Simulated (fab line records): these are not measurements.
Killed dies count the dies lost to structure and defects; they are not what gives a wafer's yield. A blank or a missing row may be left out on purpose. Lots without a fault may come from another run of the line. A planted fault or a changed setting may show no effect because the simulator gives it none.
A single fault, viewed from 2 desks :: flow nand_harc :: what lay behind the numbers comes last; until then each desk has only its own

== FOR THE TOOL OWNER'S DESK: litho_track-04 ==
The tool's own readings at NHARC_A_BLC_PEB_08 (peb time 65 s): means of the sampled wafers that have a number, for each lot that ran on this tool. Any lot whose mean is over 4 standard deviations away from the usual mean is out of limits and marked OUT; that distance is given in the brackets.
Columns: A = heater_power_total_W at NHARC_A_BLC_PEB_08, usual 156.6 W; B = plate_temp_C at NHARC_A_BLC_PEB_08, usual 100.00 C
lot: L610
first seen here: day 22 15:26
A: 156.6
B: 100.10

lot: L621
first seen here: day 26 10:48
A: 131.1 (-62) OUT
B: 87.97 (-93) OUT

lot: L622
first seen here: day 27 13:12
A: 130.5 (-64) OUT
B: 87.93 (-93) OUT

lot: L630
first seen here: day 31 16:14
A: 157.1
B: 99.94

lot: L632
first seen here: day 32 12:13
A: 156.5
B: 99.97
Finding of this desk: L621, L622 out of limits; the first was L621 at day 26 10:48, on heater_power_total_W at NHARC_A_BLC_PEB_08. L610, L630, L632 stayed within limits.

== AT THE METROLOGY DESK ==
Lot by lot, what the gauges showed, no matter which tool ran the lot: averages of those sampled wafers that carry a number. Any lot whose mean is over 4 standard deviations away from the usual mean is out of limits and marked OUT; that distance is given in the brackets.
Columns: A = cd_nm at NHARC_A_BLC_CD_MEAS_10, usual 100.0 nm; B = cd_nm at NHARC_A_BLC_CD_MEAS_19, usual 100.6 nm
lot: L610
first seen here: day 22 15:31
A: 100.0
B: 100.1

lot: L621
first seen here: day 26 10:53
A: 39.3 (-99 or more) OUT
B: 41.6 (-39) OUT

lot: L622
first seen here: day 27 13:17
A: 40.0 (-99 or more) OUT
B: 41.2 (-40) OUT

lot: L625
first seen here: day 29 03:31
A: 100.8
B: 103.5

lot: L626
first seen here: day 29 05:42
A: 100.0
B: 100.0

lot: L628
first seen here: day 30 07:43
A: 100.6
B: 102.8

lot: L631
first seen here: day 31 14:46
A: 99.7
B: 100.1

lot: L630
first seen here: day 31 16:19
A: 99.9
B: 99.5

lot: L633
first seen here: day 32 11:32
A: 100.0
B: 99.9

lot: L632
first seen here: day 32 12:17
A: 100.1
B: 101.2
Finding of this desk: L621, L622 out of limits; the first was L621 at day 26 10:53, on cd_nm at NHARC_A_BLC_CD_MEAS_10. L610, L625, L626, L628, L631, L630, L633, L632 stayed within limits.

== PUT TOGETHER ==
The tool owner's desk could have raised an alarm at day 26 10:48, on L621, L622.
L621, L622 would have let the metrology desk raise an alarm at day 26 10:53.
Every lot named ran NHARC_A_BLC_PEB_08 on litho_track-04.

== WHAT WAS PUT IN BY THE SIMULATOR ==
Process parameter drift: litho_track-04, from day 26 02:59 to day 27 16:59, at NHARC_A_BLC_PEB_08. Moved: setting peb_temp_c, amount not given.
Shown lots that were struck: L621, L622.
Fault start to first reading out of limits, in hours, per desk: tool owner, 8; metrology, 8.
